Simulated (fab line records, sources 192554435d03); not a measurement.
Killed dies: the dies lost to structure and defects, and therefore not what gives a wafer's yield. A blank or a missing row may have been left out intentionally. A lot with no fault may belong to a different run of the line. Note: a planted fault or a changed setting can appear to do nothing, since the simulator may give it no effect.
Matching of chambers | flow n5-finfet | rie-diel-04 running N5_BEOL_M7_DESCUM_16: 4 sister chambers
The step chemistry O2, time 7.9 s. 8 wafers are shown with their chamber, then 7 later ones without.

## WAFERS WITH THEIR CHAMBER
wafer  | chamber | showerhead-plenum-p-Torr (Torr) | drypump-motor-current-A (A)
L081.2 | 2       | 1.99                            | 5.1
L085.2 | 2       | 1.98                            | 5.1
L085.5 | 1       | 2.14                            | 4.9
L087.2 | 3       | 2.14                            | 4.9
L087.3 | 0       | 2.08                            | 5.3
L087.6 | 1       | 2.14                            | 5.0
L086.1 | 3       | 2.14                            | 4.9
L086.3 | 0       | 2.08                            | 5.3

## WAFERS WITHOUT THEIR CHAMBER
wafer  | showerhead-plenum-p-Torr (Torr) | drypump-motor-current-A (A)
L086.5 | 1.98                            | 5.1
L089.1 | 1.98                            | 5.1
L089.4 | 2.14                            | 4.9
L089.6 | 1.98                            | 5.1
L096.1 | 2.08                            | 5.3
L096.2 | 2.13                            | 5.0
L096.5 | 2.08                            | 5.3

## THE CHAMBER EACH PASSED THROUGH
wafer  | from the rows above     | in truth
L086.5 | 2                       | 2
L089.1 | 2                       | 2
L089.4 | can't be placed: 3 or 1 | 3
L089.6 | 2                       | 2
L096.1 | 0                       | 0
L096.2 | can't be placed: 1 or 3 | 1
L096.5 | 0                       | 0
Correctly placed: 5 of 7. These rows do not allow placing 2 (true chamber among the candidates in 2). Number placed wrongly: 0.
How it was worked out, from the rows above alone: a wafer's distance from a chamber is the root of the sum, over the readings, of the square of ((its reading less the chamber's mean) divided by the reading's scatter). The wafer belongs to the nearest chamber; if the next one is less than 2 further off, it can't be placed. The mean given for a chamber averages the wafers shown for that chamber. How the scatter is found: for the shown wafers, subtract from each reading the mean of its chamber, square and add these, divide the total by (wafers less chambers), then take the root.
